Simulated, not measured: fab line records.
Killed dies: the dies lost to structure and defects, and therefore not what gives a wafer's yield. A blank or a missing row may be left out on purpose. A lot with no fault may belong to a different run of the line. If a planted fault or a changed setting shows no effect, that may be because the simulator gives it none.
Matching of chambers | flow n5 finfet | N5_BEOL_M7_ETCH_65 on rie diel-03 has 4 sister chambers
The step etches SiARC in CF4, target depth 15.6 nm, time 26 s. 4 wafers are shown with their chamber, then 11 later ones without.

## WAFERS, EACH WITH ITS CHAMBER
wafer  | chamber | drypump motor current A (A)
L081.5 | 1       | 5.9
L082.1 | 0       | 5.2
L082.5 | 2       | 5.4
L087.1 | 3       | 4.7

## WAFERS WITH NO CHAMBER GIVEN
wafer  | drypump motor current A (A)
L087.3 | 5.4
L087.5 | 5.4
L086.1 | 5.3
L086.2 | 4.8
L086.3 | 5.4
L089.1 | 5.9
L089.2 | 5.2
L089.5 | 5.2
L088.2 | 5.2
L088.3 | 5.9
L088.5 | 5.2

## WHICH CHAMBER EACH WENT THROUGH
wafer  | from the rows above     | in truth
L087.3 | 2                       | 2
L087.5 | 2                       | 2
L086.1 | can't be placed: 0 or 2 | 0
L086.2 | 3                       | 3
L086.3 | 2                       | 2
L089.1 | 1                       | 1
L089.2 | 0                       | 0
L089.5 | 0                       | 0
L088.2 | 0                       | 0
L088.3 | 1                       | 1
L088.5 | 0                       | 0
Placed correctly: 10 of 11. Unplaceable from these rows: 1, with the true chamber sitting among the candidates in 1. Wrongly placed: 0.
How it was worked out, from the rows above alone: a wafer's distance from a chamber is the root of the sum, over the readings, of the square of ((its reading less the chamber's mean) divided by the reading's scatter). If the next closest chamber is less than 2 further off than the closest, the wafer can't be placed; otherwise it belongs to the closest. Each chamber's mean is taken over the wafers shown for it. The scatter (one wafer shown for each chamber): square how far every hidden wafer sits from the nearest shown wafer, average those squares and take the square root.
